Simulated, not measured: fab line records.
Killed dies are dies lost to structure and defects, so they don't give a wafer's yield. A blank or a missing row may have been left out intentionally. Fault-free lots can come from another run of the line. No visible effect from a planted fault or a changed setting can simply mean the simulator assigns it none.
Lot-split experiment	flow n5 finfet	39 wafers read from 7 lots, route of 1938 steps

== ON THE SPLIT ==
At N5_GATE_CUT_HM_DEP_46 (deposits SiO2 from TEOS/O2, target thk 130 nm, time 26.6 s), the setting time s was moved away from the recipe's 26.6 s on 18 of the 39 wafers read, by -46.5% to -21.1%. This setting was run at the recipe's value on the other wafers.

== FROM THE SPLIT TO THE READING: what the file shows between them, 9 steps ==
- N5_GATE_CUT_COAT_34: time 60 s, resist thk 60 nm
- N5_GATE_CUT_COAT_35: time 60 s, resist thk 10 nm
- N5_GATE_CUT_STRIP_38: strips in N2/H2
- N5_GATE_CUT_STRIP_39: strips in N2/H2
- N5_GATE_CUT_HM_OPEN_40: chemistry C4F6/O2, target SiO2, target depth 139 nm, time 85.1 s
- N5_GATE_CUT_STRIP_41: strips in CF4
- N5_GATE_CUT_STRIP_42: strips in O2
- N5_GATE_CUT_ALD_22: deposits SiNx, target thk 16 nm, pulse time 1 s, ald cycles 320
- N5_GATE_CUT_CMP_23: polishes, stops on SiO2, t overpolish 23.4 s, target thk 16 nm

== THE READING ==
Values of GC_FILL_THK in nm from N5_GATE_CUT_THK_MEAS_24. On this fab line, fault-free wafers typically give 220.4 nm with a standard deviation of 1.7 nm.

wafer	tool, chamber at the split	time s as run, s	against the recipe	GC_FILL_THK, nm	against lot-mates on the recipe
L074.1	pecvd-03, 0	26.6	recipe	219.0	-
L074.2	pecvd-03, 1	26.6	recipe	218.8	-
L074.3	pecvd-03, 2	14.24	-46.5%	161.0	-58.4
L074.4	pecvd-03, 1	26.6	recipe	220.4	-
L074.5	pecvd-03, 0	14.24	-46.5%	161.8	-57.6
L074.6	pecvd-03, 2	14.24	-46.5%	162.0	-57.4
L081.1	pecvd-01, 0	26.6	recipe	218.6	-
L081.2	pecvd-01, 2	26.6	recipe	222.3	-
L081.3	pecvd-01, 1	20.99	-21.1%	195.9	-25.4
L081.4	pecvd-01, 1	26.6	recipe	223.1	-
L081.5	pecvd-01, 0	20.99	-21.1%	194.7	-26.6
L081.6	pecvd-01, 2	20.99	-21.1%	197.2	-24.1
L084.1	pecvd-01, 1	20.8	-21.8%	192.4	-27.5
L084.2	pecvd-01, 2	26.6	recipe	219.5	-
L084.3	pecvd-01, 0	26.6	recipe	219.0	-
L084.4	pecvd-01, 0	20.8	-21.8%	193.8	-26.1
L084.5	pecvd-01, 1	26.6	recipe	221.1	-
L084.6	pecvd-01, 2	20.8	-21.8%	194.7	-25.2
L085.1	pecvd-01, 2	26.6	recipe	219.2	-
L085.2	pecvd-01, 0	26.6	recipe	218.7	-
L085.3	pecvd-01, 1	26.6	recipe	218.4	-
L085.4	pecvd-01, 1	19.94	-25.0%	190.8	-28.0
L085.5	pecvd-01, 0	19.94	-25.0%	187.6	-31.2
L085.6	pecvd-01, 2	19.94	-25.0%	191.9	-26.9
L090.1	pecvd-04, 0,1	26.6	recipe	221.8	-
L090.3	pecvd-04, 0,1	26.6	recipe	219.1	-
L090.5	pecvd-04, 1	26.6	recipe	221.9	-
L095.1	pecvd-03, 1	26.6	recipe	217.4	-
L095.2	pecvd-03, 0	15.14	-43.1%	165.8	-53.3
L095.3	pecvd-03, 2	26.6	recipe	218.8	-
L095.4	pecvd-03, 1	15.14	-43.1%	165.4	-53.7
L095.5	pecvd-03, 0	26.6	recipe	221.0	-
L095.6	pecvd-03, 2	15.14	-43.1%	166.7	-52.4
L096.1	pecvd-01, 0	26.6	recipe	218.2	-
L096.2	pecvd-01, 2	16.72	-37.1%	172.9	-47.6
L096.3	pecvd-01, 1	16.72	-37.1%	172.8	-47.7
L096.4	pecvd-01, 0	16.72	-37.1%	174.5	-46.0
L096.5	pecvd-01, 2	26.6	recipe	220.4	-
L096.6	pecvd-01, 1	26.6	recipe	222.9	-
If several chambers appear in one row, that row covers several wafers at once and the file leaves open which wafer was in which chamber.

FIT RESULTS
A straight line over all 39 wafers: GC_FILL_THK changes by +1.25 nm for each +1% of time s; r = +1.00; the points scatter about the line by 1.6 nm.
The same after taking each lot's own level away (the mean of its wafers on the recipe; 39 wafers): +1.24 nm for each +1%; r = +1.00; scatter 1.5 nm.
On that fit, the largest move of time s shifts the reading by 57 nm.
From 218.77 to 221.33 nm: that is the span of the lots' own levels, equal to 1.5 times the standard deviation above.
So the lot-to-lot level changes the slope little: the two slopes agree.
Check: with one of the wafers moved furthest among these (-46.5%) left out of the fit, the line predicts -57.1 nm for it against its lot-mates. It came out at -58.4 nm against them.

== THE OTHER SPLITS THESE WAFERS WENT THROUGH ==
Other splits were also applied to these wafers ahead of the reading. Each is held against what the fit with the lots' levels taken away leaves over:
other split on the same wafers	wafers away from the commonest value	r with GC_FILL_THK (lot level and that fit taken away)
N5_FIN_SAQP_HM_DEP_72 time s	12	+0.08
N5_SPACER0_ALD_07 target thk a	15	-0.05

== THE WHOLE CHAIN: every reading that the file lists as answering this split, in the file's order ==
step	what it does	reading	change (the file's fit)	r (the file's)
N5_GATE_CUT_HM_DEP_46	deposits SiO2 from TEOS/O2, target thk 130 nm, time 26.6 s	SiO2_of_GATE_CUT_HM_DEP_46.thk nm (the simulator's own value, which no gauge read)	+1.23 nm for each +1% of the setting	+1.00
N5_GATE_CUT_HM_OPEN_40	chemistry C4F6/O2, target SiO2, target depth 139 nm, time 85.1 s	etch rf on time s	withheld for each +1% of the setting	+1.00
N5_GATE_CUT_HM_OPEN_40	chemistry C4F6/O2, target SiO2, target depth 139 nm, time 85.1 s	etch.depth nm (the simulator's own value, which no gauge read)	+1.23 nm for each +1% of the setting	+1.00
N5_GATE_CUT_HM_OPEN_40	chemistry C4F6/O2, target SiO2, target depth 139 nm, time 85.1 s	SOC_of_GATE_CUT_COAT_34.thk nm (the simulator's own value, which no gauge read)	-0.258 nm for each +1% of the setting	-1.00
N5_GATE_CUT_THK_MEAS_24		GC_FILL_THK	+1.23 for each +1% of the setting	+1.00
N5_GATE_CUT_CMP_43	polishes SiO2	SiO2_of_GATE_CUT_HM_DEP_46.thk nm (the simulator's own value, which no gauge read)	+0.0595 nm for each +1% of the setting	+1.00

== THE FILE'S OWN FIT ==
GC_FILL_THK changes by +1.23 nm for each +1% of time s, r = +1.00.
